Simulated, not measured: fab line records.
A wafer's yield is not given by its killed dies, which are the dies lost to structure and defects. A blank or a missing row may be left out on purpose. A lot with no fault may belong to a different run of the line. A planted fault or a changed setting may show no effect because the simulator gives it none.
Chamber matching ; flow nandHarc ; NHARC_P_M2_ETCH_35 on rieDiel-06 has 4 sister chambers
The step etches the open film in N2/H2, target depth 40 nm, overetch 12 nm, time 43.94 s. 4 wafers are shown with their chamber, then 11 later ones without.

== EACH WAFER AND ITS CHAMBER ==
wafer;chamber;showerheadPlenumPTorr (Torr)
L090.3;2;1.92
L090.5;3;2.10
L090.6;0;2.07
L091.1;1;2.02

== WAFERS WITHOUT THEIR CHAMBER ==
wafer;showerheadPlenumPTorr (Torr)
L091.4;2.10
L091.6;2.10
L093.1;1.92
L093.4;2.10
L093.5;1.92
L096.1;2.02
L096.4;2.06
L096.5;1.92
L097.2;2.10
L097.3;2.06
L097.6;2.02

== WHICH CHAMBER EACH WENT THROUGH ==
wafer;from the rows above;in truth
L091.4;3;3
L091.6;3;3
L093.1;2;2
L093.4;3;3
L093.5;2;2
L096.1;1;1
L096.4;0;0
L096.5;2;2
L097.2;3;3
L097.3;0;0
L097.6;1;1
11 of 11 placed correctly. Left unplaced by these rows: 0. Wrongly placed: 0.
How it was worked out, from the rows above alone: a wafer's distance from a chamber is the root of the sum, over the readings, of the square of ((its reading less the chamber's mean) divided by the reading's scatter). If the next closest chamber is less than 2 further off than the closest, the wafer can't be placed; otherwise it belongs to the closest. The mean given for a chamber averages the wafers shown for that chamber. The scatter (one wafer shown for each chamber): square how far every hidden wafer sits from the nearest shown wafer, average those squares and take the square root.
